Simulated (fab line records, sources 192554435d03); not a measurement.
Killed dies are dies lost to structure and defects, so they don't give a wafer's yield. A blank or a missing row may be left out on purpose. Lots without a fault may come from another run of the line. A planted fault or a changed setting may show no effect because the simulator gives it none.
Chamber matching | flow n5_finfet | N5_BEOL_M4_CO_CAP_55 on cvd_co-02: 3 sister chambers
The step material Co, precursor CCTBA/H2, target thk 2 nm, time 102.1 s. 6 wafers are shown with their chamber, then 7 later ones without.

WAFERS WITH THEIR CHAMBER
wafer  | chamber | heater_power_w (W)
L077.1 | 2       | 233
L081.1 | 1       | 271
L081.3 | 0       | 181
L081.6 | 1       | 276
L093.2 | 2       | 231
L093.3 | 0       | 183

WAFERS WITHOUT THEIR CHAMBER
wafer  | heater_power_w (W)
L093.5 | 230
L092.4 | 184
L092.5 | 233
L092.6 | 271
L097.1 | 269
L097.3 | 229
L097.5 | 231

WHICH CHAMBER EACH WENT THROUGH
wafer  | from the rows above | in truth
L093.5 | 2                   | 2
L092.4 | 0                   | 0
L092.5 | 2                   | 2
L092.6 | 1                   | 1
L097.1 | 1                   | 1
L097.3 | 2                   | 2
L097.5 | 2                   | 2
Placed correctly: 7 of 7. Can't be placed from these rows: 0. Placed wrongly: 0.
How it was worked out, from the rows above alone: a wafer's distance from a chamber is the root of the sum, over the readings, of the square of ((its reading less the chamber's mean) divided by the reading's scatter). The wafer belongs to the nearest chamber; if the next one is less than 2 further off, it can't be placed. A chamber's mean is the mean of its shown wafers. The scatter: the root of (the sum of the squares of (reading less its chamber's mean) over the shown wafers, divided by (wafers less chambers)).
